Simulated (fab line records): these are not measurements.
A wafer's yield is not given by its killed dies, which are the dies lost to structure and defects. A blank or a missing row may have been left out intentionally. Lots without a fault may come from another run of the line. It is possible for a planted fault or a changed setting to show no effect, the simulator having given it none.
Which tool was responsible? / flow n5-finfet / 11 lots with 32 wafers sampled at 3 steps, on a route of 1938 steps

## WHAT EACH GAUGE READ, for each wafer
N5_BEOL_M15_INSPECT_12: inspects for defects (macro).
lot=L704; measured=day 10 23:28; on=defect-inspect-01; raw-defect-count=1 0 1
lot=L705; measured=day 11 15:37; on=defect-inspect-01; raw-defect-count=1 1 3
lot=L707; measured=day 12 08:13; on=defect-inspect-01; raw-defect-count=1 2 5
lot=L708; measured=day 12 14:22; on=defect-inspect-02; raw-defect-count=2 1 2
lot=L709; measured=day 12 17:55; on=defect-inspect-01; raw-defect-count=2 3 0
lot=L711; measured=day 12 20:51; on=defect-inspect-01; raw-defect-count=4 5 1
lot=L712; measured=day 13 09:19; on=defect-inspect-02; raw-defect-count=3 2
lot=L714; measured=day 14 03:12; on=defect-inspect-01; raw-defect-count=2 2 3
lot=L718; measured=day 15 01:16; on=defect-inspect-02; raw-defect-count=>300 >300 >300
lot=L724; measured=day 16 08:33; on=defect-inspect-02; raw-defect-count=>300 >300 >300
lot=L726; measured=day 17 00:31; on=defect-inspect-02; raw-defect-count=0 5 0

## WHICH TOOL RAN EACH LOT (tool, then ch and the chambers of the sampled wafers, then the start)
lot=L704; N5_BEOL_M14_SPUTTER_45=pvd-sputter-03, day 10 21:15; N5_BEOL_M15_ILD_DEP_00=pecvd-04 ch 0,1,2, day 10 22:44
lot=L705; N5_BEOL_M14_SPUTTER_45=pvd-sputter-03, day 11 13:47; N5_BEOL_M15_ILD_DEP_00=pecvd-01 ch 0,1,2, day 11 14:53
lot=L707; N5_BEOL_M14_SPUTTER_45=pvd-sputter-02, day 12 06:23; N5_BEOL_M15_ILD_DEP_00=pecvd-04 ch 0,1,2, day 12 07:29
lot=L708; N5_BEOL_M14_SPUTTER_45=pvd-sputter-03, day 12 12:32; N5_BEOL_M15_ILD_DEP_00=pecvd-04 ch 1,2, day 12 13:39
lot=L709; N5_BEOL_M14_SPUTTER_45=pvd-sputter-03, day 12 15:54; N5_BEOL_M15_ILD_DEP_00=pecvd-04 ch 0,1,2, day 12 17:11
lot=L711; N5_BEOL_M14_SPUTTER_45=pvd-sputter-03, day 12 19:09; N5_BEOL_M15_ILD_DEP_00=pecvd-04 ch 0,1,2, day 12 20:14
lot=L712; N5_BEOL_M14_SPUTTER_45=pvd-sputter-03, day 13 07:37; N5_BEOL_M15_ILD_DEP_00=pecvd-02 ch 1,2, day 13 08:43
lot=L714; N5_BEOL_M14_SPUTTER_45=pvd-sputter-01, day 14 01:04; N5_BEOL_M15_ILD_DEP_00=pecvd-01 ch 0,1,2, day 14 02:35
lot=L718; N5_BEOL_M14_SPUTTER_45=pvd-sputter-01, day 14 23:02; N5_BEOL_M15_ILD_DEP_00=pecvd-02 ch 1,2, day 15 00:39
lot=L724; N5_BEOL_M14_SPUTTER_45=pvd-sputter-01, day 16 06:35; N5_BEOL_M15_ILD_DEP_00=pecvd-02 ch 0,1, day 16 07:56
lot=L726; N5_BEOL_M14_SPUTTER_45=pvd-sputter-03, day 16 22:40; N5_BEOL_M15_ILD_DEP_00=pecvd-04 ch 0,2, day 16 23:47
- N5_BEOL_M14_SPUTTER_45: material Cu, target thk 100 nm, time 16.67 s.
- N5_BEOL_M15_ILD_DEP_00: deposits SiO2 from TEOS/O2, target thk 1629.3 nm, time 346.1 s.

## THE ANSWER, worked out from the rows above alone
Rule: usual is defined by the lots themselves. The widest of any qualifying gaps counts: lots, ordered by their means at a reading, are off when they make up no more than a third of the lots, leave a main group of 4 or more, and stand apart from it by 3 or more times the standard deviation of that group's means. If all means in a main group match to the digits the tables above print for the reading, that group is not used. A lot without any number at a reading at which 4 lots or more have one is off too. The other lots that the step has rows for count as sound.
Off at N5_BEOL_M15_INSPECT_12 (raw-defect-count): L718, L724. Without a number there: L718, L724. The main group has a mean of 2 with a standard deviation of 0.73.
If a tool, at a process step before that reading, ran all the lots that are off and no sound lot after the first of them, it fits. The gauges at N5_BEOL_M15_INSPECT_12 are tried like those tools. Can't be told from this: 2 tools fit, pvd-sputter-01 at N5_BEOL_M14_SPUTTER_45, pecvd-02 at N5_BEOL_M15_ILD_DEP_00.

## WHAT HAD BEEN PUT IN BY THE SIMULATOR
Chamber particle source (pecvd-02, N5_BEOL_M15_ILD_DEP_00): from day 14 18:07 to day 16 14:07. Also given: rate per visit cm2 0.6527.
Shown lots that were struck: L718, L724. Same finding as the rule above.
